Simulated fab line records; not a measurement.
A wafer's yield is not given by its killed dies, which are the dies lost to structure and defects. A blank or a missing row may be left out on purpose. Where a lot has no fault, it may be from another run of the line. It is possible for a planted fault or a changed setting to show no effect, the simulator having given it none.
Matching of chambers | flow n5-finfet | 4 sister chambers for N5_BEOL_M0_SAQP_STRIP_108 on rie-diel-03
The step strips in N2/H2. 4 wafers are shown with their chamber, then 12 later ones without.

WAFERS, EACH WITH ITS CHAMBER
wafer  | chamber | drypump-motor-current-A (A)
L087.4 | 1       | 5.9
L091.1 | 3       | 5.4
L091.3 | 0       | 6.7
L091.6 | 2       | 5.3

WAFERS WITH NO CHAMBER GIVEN
wafer  | drypump-motor-current-A (A)
L092.3 | 5.9
L092.5 | 5.3
L092.6 | 6.0
L093.2 | 5.9
L093.4 | 5.4
L093.6 | 5.3
L094.1 | 5.4
L094.5 | 5.3
L094.6 | 6.0
L095.2 | 5.3
L095.4 | 5.4
L095.6 | 5.4

EACH ONE'S CHAMBER
wafer  | from the rows above | in truth
L092.3 | 1                   | 1
L092.5 | 2                   | 2
L092.6 | 1                   | 1
L093.2 | 1                   | 1
L093.4 | 3                   | 3
L093.6 | 2                   | 2
L094.1 | 3                   | 3
L094.5 | 2                   | 2
L094.6 | 1                   | 1
L095.2 | 2                   | 2
L095.4 | 3                   | 3
L095.6 | 3                   | 3
Correct placement for 12 of the 12. Can't be placed from these rows: 0. Number placed wrongly: 0.
How it was worked out, from the rows above alone: a wafer's distance from a chamber is the root of the sum, over the readings, of the square of ((its reading less the chamber's mean) divided by the reading's scatter). The wafer belongs to the nearest chamber; if the next one is less than 2 further off, it can't be placed. A chamber's mean is the mean of its shown wafers. The scatter (one wafer shown for each chamber): square how far every hidden wafer sits from the nearest shown wafer, average those squares and take the square root.
